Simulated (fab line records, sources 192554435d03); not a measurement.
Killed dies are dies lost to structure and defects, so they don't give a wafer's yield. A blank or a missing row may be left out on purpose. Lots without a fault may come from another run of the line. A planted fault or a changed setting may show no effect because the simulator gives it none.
Split-lot experiment | flow n5_finfet | 7 lots, 21 wafers read, on a route of 1938 steps

THE SPLIT
At N5_PASSIVATION_ETCH_59 (etches TaN in Cl2/BCl3, target depth 65 nm, time 34.9 s), the setting time_s was moved away from the recipe's 34.9 s on 9 of the 21 wafers read, by -22.3% to +21.8%. The other wafers ran this setting at the recipe's value.

The reading is taken at the split's own step.

THE READING
etch.depth_nm (the simulator's own value, which no gauge read), in nm, at N5_PASSIVATION_ETCH_59 (etches TaN in Cl2/BCl3, target depth 65 nm, time 34.9 s). The file gives no usual value for it. The 12 wafers here that ran the recipe average 64.58 nm, standard deviation 1.9 nm.

wafer  | tool, chamber at the split | time_s as run, s | against the recipe | etch.depth_nm, nm | against lot-mates on the recipe
L082.2 | rie_metal-03, 0            | 32.93            | -5.6%              | 60.39             | -2.72
L082.4 | rie_metal-03, 1            | 34.9             | recipe             | 63.11             | -
L082.6 | rie_metal-03, 1            | 32.93            | -5.6%              | 59.27             | -3.84
L078.3 | rie_metal-03, 1,0          | 34.9             | recipe             | 63.37             | -
L078.4 | rie_metal-03, 1,0          | 34.9             | recipe             | 63.37             | -
L078.5 | rie_metal-03, 1            | 34.9             | recipe             | 63.16             | -
L084.1 | rie_metal-03, 0            | 31.22            | -10.5%             | 57.07             | no lot-mate on the recipe
L084.2 | rie_metal-03, 1            | 31.22            | -10.5%             | 56.61             | no lot-mate on the recipe
L084.4 | rie_metal-03, 0            | 31.22            | -10.5%             | 57.18             | no lot-mate on the recipe
L086.1 | rie_metal-01, 0            | 38.9             | +11.5%             | 74.5              | +7.83
L086.5 | rie_metal-01, 0            | 34.9             | recipe             | 66.67             | -
L086.6 | rie_metal-01, 1            | 38.9             | +11.5%             | 75.48             | +8.81
L090.4 | rie_metal-03, 0            | 34.9             | recipe             | 63.9              | -
L090.5 | rie_metal-03, 0            | 34.9             | recipe             | 63.51             | -
L090.6 | rie_metal-03, 0            | 34.9             | recipe             | 63.85             | -
L089.1 | rie_metal-02, 1            | 34.9             | recipe             | 67.37             | -
L089.3 | rie_metal-02, 0            | 34.9             | recipe             | 62.13             | -
L089.4 | rie_metal-02, 1            | 27.11            | -22.3%             | 52.23             | -12.52
L093.1 | rie_metal-01, 1            | 42.52            | +21.8%             | 82.05             | +14.80
L093.4 | rie_metal-01, 1            | 34.9             | recipe             | 67.24             | -
L093.6 | rie_metal-01, 1            | 34.9             | recipe             | 67.26             | -
Where a row lists several chambers, the file gives one row for several wafers and doesn't say which wafer went through which chamber.

THE FIT
A straight line over all 21 wafers: etch.depth_nm changes by +0.733 nm for each +1% of time_s; r = +0.96; the points scatter about the line by 1.9 nm.
The same after taking each lot's own level away (the mean of its wafers on the recipe; 18 wafers): +0.636 nm for each +1%; r = +0.98; scatter 1.1 nm.
On that fit, the largest move of time_s shifts the reading by 14 nm.
The lots' own levels span 63.110 to 67.250 nm, that is 2.2 times the standard deviation above.
So the lot-to-lot level changes the slope: the two fits differ.
Check: with one of the wafers moved furthest among these (-22.3%) left out of the fit, the line predicts -15.1 nm for it against its lot-mates. It came out at -12.5 nm against them.

OTHER SPLITS ON THESE WAFERS
These wafers also went through other splits before the reading. Each is held against what the fit with the lots' levels taken away leaves over:
other split on the same wafers | wafers away from the commonest value | r with etch.depth_nm (lot level and that fit taken away)
N5_PASSIVATION_PECVD_00 time_s | 10                                   | +0.11
N5_MIM_BOT_SPUTTER_00 time_s   | 5                                    | +0.24

THE FILE'S OWN FIT
etch.depth_nm changes by +0.629 nm for each +1% of time_s, r = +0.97.
